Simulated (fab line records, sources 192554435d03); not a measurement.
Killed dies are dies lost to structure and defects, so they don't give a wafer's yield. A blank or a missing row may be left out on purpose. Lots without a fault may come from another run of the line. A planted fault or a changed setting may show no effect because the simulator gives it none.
Which tool did it? | flow n5_finfet | 8 lots, 24 wafers sampled, at 6 steps of a route of 1938

WHAT THE GAUGES READ, wafer by wafer
N5_MOL_CONTACT_COAG_INSPECT_42: inspects for defects (brightfield). Usual: raw_defect_count 218, standard deviation 63.
lot  | measured     | on                | raw_defect_count | flag
L449 | day 5 17:25  | defect_inspect-02 | 173 190 159      |
L450 | day 5 20:13  | defect_inspect-02 | 127 202 143      |
L452 | day 6 09:50  | defect_inspect-02 | 553 272 208      |
L466 | day 9 19:34  | defect_inspect-01 | 219 375 289      |
L467 | day 10 00:13 | defect_inspect-01 | 214 226 243      |
L468 | day 10 10:29 | defect_inspect-02 | 119 180 233      |
L469 | day 10 21:44 | defect_inspect-01 | 287 258 238      |
L470 | day 10 21:57 | defect_inspect-02 | 164 234 168      |

N5_BEOL_M4_RC_MEAS_101. Usual: DIBL_N 36.7 mV/V, standard deviation 1.8; DIBL_P 37.0 mV/V, standard deviation 2.4; IOFF_N 0.17 nA/um, standard deviation 0.036; IOFF_P 0.22 nA/um, standard deviation 0.042; ION_N 673 uA/um, standard deviation 12; ION_P 462 uA/um, standard deviation 8.5; SS_N 71.7 mV/dec, standard deviation 0.62; SS_P 73.4 mV/dec, standard deviation 0.65; VT_N 250 mV, standard deviation 3.7; VT_P -250 mV, standard deviation 3.7.
lot  | measured     | on        | DIBL_N (mV/V)  | DIBL_P (mV/V)  | IOFF_N (nA/um) | IOFF_P (nA/um) | ION_N (uA/um) | ION_P (uA/um) | SS_N (mV/dec)  | SS_P (mV/dec)  | VT_N (mV)   | VT_P (mV)      | flag
L449 | day 9 03:59  | prober-02 | 36.8 36.4 38.0 | 37.0 36.0 38.4 | 0.15 0.14 0.18 | 0.20 0.18 0.21 | 660 666 667   | 460 460 457   | 72.2 71.8 72.5 | 73.1 73.5 73.6 | 252 253 251 | -253 -255 -253 |
L450 | day 9 19:53  | prober-02 | 38.2 35.4 36.1 | 38.0 34.7 35.7 | 0.18 0.13 0.15 | 0.24 0.20 0.21 | 671 674 661   | 462 470 462   | 72.3 71.2 71.0 | 73.9 72.7 72.8 | 249 253 250 | -246 -248 -251 |
L452 | day 9 12:34  | prober-01 | 37.7 34.6 35.9 | 38.4 34.7 35.1 | 0.17 0.13 0.14 | 0.21 0.16 0.17 | 670 671 655   | 455 456 447   | 72.2 71.1 71.1 | 73.5 72.0 73.6 | 251 252 252 | -253 -255 -254 |
L466 | day 13 12:44 | prober-02 | 39.0 38.3 39.3 | 38.1 37.9 38.2 | 0.20 0.18 0.21 | 0.21 0.22 0.22 | 679 678 677   | 459 469 456   | 72.0 72.0 72.1 | 72.6 73.0 73.0 | 248 247 248 | -252 -251 -249 |
L467 | day 13 12:33 | prober-01 | 35.7 36.7 32.1 | 34.9 36.2 30.0 | 0.15 0.17 0.10 | 0.19 0.22 0.14 | 678 686 662   | 461 464 456   | 71.4 71.0 70.7 | 73.1 73.8 72.4 | 251 250 256 | -249 -249 -255 |
L468 | day 13 14:30 | prober-02 | 38.1 39.6 37.0 | 36.4 38.4 35.7 | 0.17 0.20 0.15 | 0.25 0.29 0.23 | 687 671 683   | 471 462 470   | 71.4 72.5 70.7 | 73.9 73.2 73.3 | 247 250 249 | -248 -247 -248 |
L469 | day 14 18:44 | prober-02 | 37.6 36.9 36.6 | 38.4 37.5 37.7 | 0.18 0.16 0.16 | 0.24 0.22 0.23 | 684 671 676   | 467 460 469   | 72.0 71.8 71.8 | 72.7 73.1 73.9 | 248 249 249 | -250 -254 -251 |
L470 | day 15 19:44 | prober-01 | 36.6 36.8 35.9 | 36.4 35.9 35.0 | 0.15 0.16 0.14 | 0.19 0.20 0.18 | 669 682 670   | 454 464 455   | 71.8 71.9 71.6 | 72.8 73.6 73.4 | 251 248 251 | -252 -253 -254 |

WHICH TOOL RAN EACH LOT (tool, then ch and the chambers of the sampled wafers, then the start)
lot  | N5_MOL_CONTACT_COAG_ETCH_89        | N5_MOL_CONTACT_COAG_ETCH_91        | N5_MOL_CONTACT_COAG_VIA_ETCH_46    | N5_MOL_CONTACT_COAG_ALD_133
L449 | rie_diel-02 ch 0,3, day 5 15:59    | rie_diel-04 ch 0,3, day 5 16:25    | rie_diel-04 ch 0,3, day 5 16:32    | ald_sin-04 ch 0,1,3, day 5 17:50
L450 | rie_diel-02 ch 0,3, day 5 18:54    | rie_diel-01 ch 0,2,3, day 5 19:18  | rie_diel-01 ch 0,2,3, day 5 19:26  | ald_sin-01 ch 0,2, day 5 20:23
L452 | rie_diel-02 ch 1,3, day 6 08:32    | rie_diel-02 ch 0,1,3, day 6 08:50  | rie_diel-02 ch 0,1,3, day 6 08:58  | ald_sin-04 ch 1,2, day 6 10:00
L466 | rie_diel-01 ch 0,2,3, day 9 18:07  | rie_diel-02 ch 0,1,3, day 9 18:42  | rie_diel-02 ch 0,1,3, day 9 18:49  | ald_sin-01 ch 0,3, day 9 19:52
L467 | rie_diel-01 ch 0,1, day 9 23:02    | rie_diel-04 ch 0,2,3, day 9 23:21  | rie_diel-04 ch 0,2,3, day 9 23:28  | ald_sin-02 ch 0,1, day 10 00:23
L468 | rie_diel-02 ch 0,2, day 10 09:05   | rie_diel-02 ch 0,2, day 10 09:37   | rie_diel-02 ch 0,2, day 10 09:44   | ald_sin-01 ch 0,1,3, day 10 11:56
L469 | rie_diel-01 ch 0,2, day 10 20:26   | rie_diel-01 ch 1,2, day 10 20:45   | rie_diel-01 ch 1,2, day 10 20:53   | ald_sin-01 ch 0,1, day 10 22:05
L470 | rie_diel-02 ch 0,1,2, day 10 20:43 | rie_diel-02 ch 0,1,2, day 10 21:05 | rie_diel-02 ch 0,1,2, day 10 21:12 | ald_sin-04 ch 1,2,3, day 10 22:08
- N5_MOL_CONTACT_COAG_ETCH_89: etches underlayer in N2/H2, target depth 13 nm, time 10.4 s.
- N5_MOL_CONTACT_COAG_ETCH_91: etches SOC in N2/H2, target depth 60 nm, overetch 21 nm, time 101.2 s.
- N5_MOL_CONTACT_COAG_VIA_ETCH_46: etches SiO2 in C4F6/O2, target depth 46 nm, overetch 9.2 nm, time 40 s.
- N5_MOL_CONTACT_COAG_ALD_133: deposits SiO2, target thk 5 nm, pulse time 1 s, co reactant pulse time 1 s.

WHAT THE TOOLS THEMSELVES READ (means of the sampled wafers that have a number; where no wafer has one, the mark that the record gives instead)
N5_MOL_CONTACT_COAG_ETCH_89. Usual: drypump_motor_current_A 5.6 A, standard deviation 0.43; etch_rf_on_time_s 10.43 s, standard deviation 0.22; oes_product_au 0.65 a.u., standard deviation 0.061; rf_vpp_V 523.6 V, standard deviation 2.7; showerhead_plenum_p_Torr 2.54 Torr, standard deviation 0.097; throttle_valve_pct 17.85 %, standard deviation 0.2.
lot  | tool        | drypump_motor_current_A (A) | etch_rf_on_time_s (s) | oes_product_au (a.u.) | rf_vpp_V (V) | showerhead_plenum_p_Torr (Torr) | throttle_valve_pct (%) | flag
L449 | rie_diel-02 | 5.6                         | 10.41                 | 0.62                  | 526.5        | 2.60                            | 17.80                  |
L450 | rie_diel-02 | 5.4                         | 10.38                 | 0.63                  | 524.7        | 2.57                            | 17.73                  |
L452 | rie_diel-02 | 5.7                         | 10.46                 | 0.63                  | 523.7        | 2.58                            | 17.84                  |
L466 | rie_diel-01 | 5.4                         | 10.50                 | 0.68                  | 526.5        | 2.63                            | 17.80                  |
L467 | rie_diel-01 | 5.1                         | 10.72                 | 0.67                  | 523.7        | 2.50                            | 17.81                  |
L468 | rie_diel-02 | 5.5                         | 10.43                 | 0.61                  | 523.1        | 2.47                            | 17.90                  |
L469 | rie_diel-01 | 5.9                         | 10.51                 | 0.68                  | 526.2        | 2.63                            | 17.86                  |
L470 | rie_diel-02 | 5.6                         | 10.32                 | 0.62                  | 521.1        | 2.45                            | 17.93                  |

N5_MOL_CONTACT_COAG_ETCH_91. Usual: drypump_motor_current_A 5.6 A, standard deviation 0.44; oes_product_au 0.66 a.u., standard deviation 0.069; rf_vpp_V 524.2 V, standard deviation 2.9; showerhead_plenum_p_Torr 2.56 Torr, standard deviation 0.11; throttle_valve_pct 17.79 %, standard deviation 0.2.
lot  | tool        | drypump_motor_current_A (A) | oes_product_au (a.u.) | rf_vpp_V (V) | showerhead_plenum_p_Torr (Torr) | throttle_valve_pct (%) | flag
L449 | rie_diel-04 | 5.8                         | 0.62                  | 523.0        | 2.51                            | 17.89                  |
L450 | rie_diel-01 | 5.4                         | 0.71                  | 526.9        | 2.65                            | 17.71                  |
L452 | rie_diel-02 | 5.6                         | 0.63                  | 523.0        | 2.54                            | 17.72                  |
L466 | rie_diel-02 | 5.5                         | 0.61                  | 524.1        | 2.53                            | 17.78                  |
L467 | rie_diel-04 | 5.8                         | 0.69                  | 525.1        | 2.57                            | 17.69                  |
L468 | rie_diel-02 | 5.5                         | 0.59                  | 522.3        | 2.47                            | 17.86                  |
L469 | rie_diel-01 | 6.0                         | 0.74                  | 526.1        | 2.63                            | 17.74                  |
L470 | rie_diel-02 | 5.6                         | 0.60                  | 521.5        | 2.45                            | 17.91                  |

N5_MOL_CONTACT_COAG_VIA_ETCH_46. Usual: drypump_motor_current_A 5.6 A, standard deviation 0.44; oes_product_au 0.70 a.u., standard deviation 0.074; rf_vpp_V 1585 V, standard deviation 28; showerhead_plenum_p_Torr 2.86 Torr, standard deviation 0.11; throttle_valve_pct 40.9 %, standard deviation 0.35.
lot  | tool        | drypump_motor_current_A (A) | oes_product_au (a.u.) | rf_vpp_V (V) | showerhead_plenum_p_Torr (Torr) | throttle_valve_pct (%) | flag
L449 | rie_diel-04 | 5.8                         | 0.66                  | 1583         | 2.80                            | 40.6                   |
L450 | rie_diel-01 | 5.4                         | 0.76                  | 1605         | 2.96                            | 41.1                   |
L452 | rie_diel-02 | 5.6                         | 0.67                  | 1582         | 2.85                            | 41.2                   |
L466 | rie_diel-02 | 5.5                         | 0.65                  | 1580         | 2.84                            | 41.2                   |
L467 | rie_diel-04 | 5.7                         | 0.73                  | 1585         | 2.88                            | 40.5                   |
L468 | rie_diel-02 | 5.5                         | 0.64                  | 1553         | 2.79                            | 41.0                   |
L469 | rie_diel-01 | 6.0                         | 0.78                  | 1618         | 2.94                            | 41.0                   |
L470 | rie_diel-02 | 5.6                         | 0.64                  | 1560         | 2.75                            | 41.1                   |

N5_MOL_CONTACT_COAG_ALD_133. Usual: heater_power_w 81 W, standard deviation 6.4; precursor_pulse_height_rel 1.002, standard deviation 0.021; susceptor_temp_C 100.03 C, standard deviation 0.14.
lot  | tool       | heater_power_w (W) | precursor_pulse_height_rel | susceptor_temp_C (C) | flag
L449 | ald_sin-04 | 78                 | 1.013                      | 99.97                |
L450 | ald_sin-01 | 83                 | 0.981                      | 100.16               |
L452 | ald_sin-04 | 82                 | 1.003                      | 99.93                |
L466 | ald_sin-01 | 77                 | 1.004                      | 100.14               |
L467 | ald_sin-02 | 87                 | 1.003                      | 99.89                |
L468 | ald_sin-01 | 82                 | 1.008                      | 99.92                |
L469 | ald_sin-01 | 86                 | 1.000                      | 100.11               |
L470 | ald_sin-04 | 82                 | 1.001                      | 100.01               |

THE ANSWER, worked out from the rows above alone
Rule: a lot is off if the mean of its wafers that have a number lies more than 3 standard deviations from the usual mean. A lot without any number at a reading at which 4 lots or more have one is off too. The other lots that the step has rows for count as sound. The gauges are gone through in route order, then the tools' own readings, and for those a lot's mean is taken as printed above. The first step at which some lot is off is used, and at that step the reading that is off furthest; a lot without a number counts as furthest.
No lot is off at any reading shown: from this, nothing can be told.

WHAT THE SIMULATOR HAD PUT IN
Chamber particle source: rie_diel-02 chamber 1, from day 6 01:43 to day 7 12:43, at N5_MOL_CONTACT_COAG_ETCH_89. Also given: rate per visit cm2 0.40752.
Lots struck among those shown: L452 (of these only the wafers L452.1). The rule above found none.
